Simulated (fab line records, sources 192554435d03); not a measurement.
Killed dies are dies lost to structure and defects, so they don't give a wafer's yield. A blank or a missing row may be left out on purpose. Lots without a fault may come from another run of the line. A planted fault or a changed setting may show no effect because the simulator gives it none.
Which tool did it? | flow n5_finfet | 12 lots, 36 wafers sampled, at 4 steps of a route of 1938

WHAT THE GAUGES READ, wafer by wafer
N5_BEOL_M14_OVL_MEAS_11.
lot  | measured     | on         | V13_OVL (nm)
L075 | day 12 05:21 | overlay-02 | 7 5 -1
L076 | day 12 16:48 | overlay-02 | -3 -1 9
L080 | day 13 02:03 | overlay-01 | -8 -3 -11
L081 | day 13 17:22 | overlay-01 | -1 2 -2
L082 | day 14 05:41 | overlay-01 | -8 -4 0
L085 | day 15 05:37 | overlay-01 | 5 12 9
L089 | day 15 06:43 | overlay-01 | 2 12 0
L088 | day 15 14:13 | overlay-01 | -5 -7 -3
L091 | day 16 09:19 | overlay-02 | -7 2 -2
L094 | day 16 15:56 | overlay-01 | 6 6 2
L095 | day 17 17:04 | overlay-02 | -5 -5 4
L097 | day 18 03:04 | overlay-01 | 1 1 3

WHICH TOOL RAN EACH LOT (tool, then ch and the chambers of the sampled wafers, then the start)
lot  | N5_BEOL_M12_SPUTTER_43       | N5_BEOL_M13_ETCH_38                | N5_BEOL_M13_SPUTTER_45
L075 | pvd_sputter-02, day 11 21:59 | rie_diel-02 ch 0,1,2, day 12 02:34 | pvd_sputter-03, day 12 03:31
L076 | pvd_sputter-03, day 12 09:22 | rie_diel-02 ch 0,2,3, day 12 14:22 | pvd_sputter-02, day 12 15:10
L080 | pvd_sputter-01, day 12 19:43 | rie_diel-06 ch 2,3, day 12 23:27   | pvd_sputter-01, day 13 00:28
L081 | pvd_sputter-01, day 13 07:06 | rie_diel-06 ch 0,1,3, day 13 14:40 | pvd_sputter-01, day 13 15:19
L082 | pvd_sputter-01, day 13 20:10 | rie_diel-02 ch 1,2, day 14 01:20   | pvd_sputter-03, day 14 03:58
L085 | pvd_sputter-01, day 14 21:32 | rie_diel-02 ch 2,3, day 15 03:15   | pvd_sputter-02, day 15 04:01
L089 | pvd_sputter-02, day 15 00:23 | rie_diel-06 ch 0,2,3, day 15 04:31 | pvd_sputter-03, day 15 05:05
L088 | pvd_sputter-02, day 15 05:19 | rie_diel-02 ch 0,1,2, day 15 11:55 | pvd_sputter-01, day 15 12:29
L091 | pvd_sputter-02, day 16 01:42 | rie_diel-02 ch 1,2,3, day 16 06:22 | pvd_sputter-02, day 16 07:01
L094 | pvd_sputter-03, day 16 06:54 | rie_diel-02 ch 0,1,3, day 16 11:55 | pvd_sputter-03, day 16 14:12
L095 | pvd_sputter-01, day 17 03:41 | rie_diel-05 ch 2,3, day 17 14:45   | pvd_sputter-03, day 17 15:28
L097 | pvd_sputter-02, day 17 18:38 | rie_diel-06 ch 0,1,3, day 18 00:28 | pvd_sputter-01, day 18 01:20
- N5_BEOL_M12_SPUTTER_43: material TaN, target thk 15 nm, time 24.19 s.
- N5_BEOL_M13_ETCH_38: etches SiCN in CF4/N2, target depth 67.5 nm, time 71.9 s.
- N5_BEOL_M13_SPUTTER_45: material Cu, target thk 80 nm, time 13.33 s.

THE ANSWER, worked out from the rows above alone
Rule: what is usual is taken from the lots themselves. Put in order of their means at a reading, lots are off if they are a third of the lots or fewer, leave a main group of 4 or more, and stand apart from it by a gap of 3 or more times the standard deviation of the main group's means; of several such gaps the widest counts. A main group whose means are all the same, to the digits that the tables above print for the reading, isn't used. A lot without any number at a reading at which 4 lots or more have one is off too. The other lots that the step has rows for count as sound.
No lot is off at any reading shown: from this, nothing can be told.

WHAT THE SIMULATOR HAD PUT IN
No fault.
